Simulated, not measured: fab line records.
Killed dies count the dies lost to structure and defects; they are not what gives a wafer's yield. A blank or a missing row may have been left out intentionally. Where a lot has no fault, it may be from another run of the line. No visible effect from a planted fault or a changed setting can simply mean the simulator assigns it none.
Matching of chambers    flow n5Finfet    rieDiel-01 running N5_FIN_SAQP_ETCH_67: 4 sister chambers
The step etches SiNx in CH3F/O2, target depth 30 nm. 4 wafers are shown with their chamber, then 8 later ones without.

## WAFERS PAIRED WITH THEIR CHAMBERS
wafer   chamber  rfVppV (V)
L086.1  0        300
L086.3  2        293
L086.5  3        300
L093.2  1        304

## WAFERS WITHOUT THEIR CHAMBER
wafer   rfVppV (V)
L093.3  292
L093.4  299
L095.2  294
L095.5  303
L095.6  294
L097.3  299
L097.4  292
L097.5  294

## EACH ONE'S CHAMBER
wafer   from the rows above      in truth
L093.3  2                        2
L093.4  can't be placed: 0 or 3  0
L095.2  2                        2
L095.5  1                        1
L095.6  2                        2
L097.3  can't be placed: 0 or 3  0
L097.4  2                        2
L097.5  2                        2
6 of 8 placed correctly. Not placeable from these rows: 2 (in 2, the candidates include the true chamber). Placed wrongly: 0.
How it was worked out, from the rows above alone: a wafer's distance from a chamber is the root of the sum, over the readings, of the square of ((its reading less the chamber's mean) divided by the reading's scatter). The wafer belongs to the nearest chamber; if the next one is less than 2 further off, it can't be placed. A chamber's mean is the mean of its shown wafers. The scatter: root of mean squared gap, hidden wafer to nearest shown wafer, with one shown wafer a chamber.
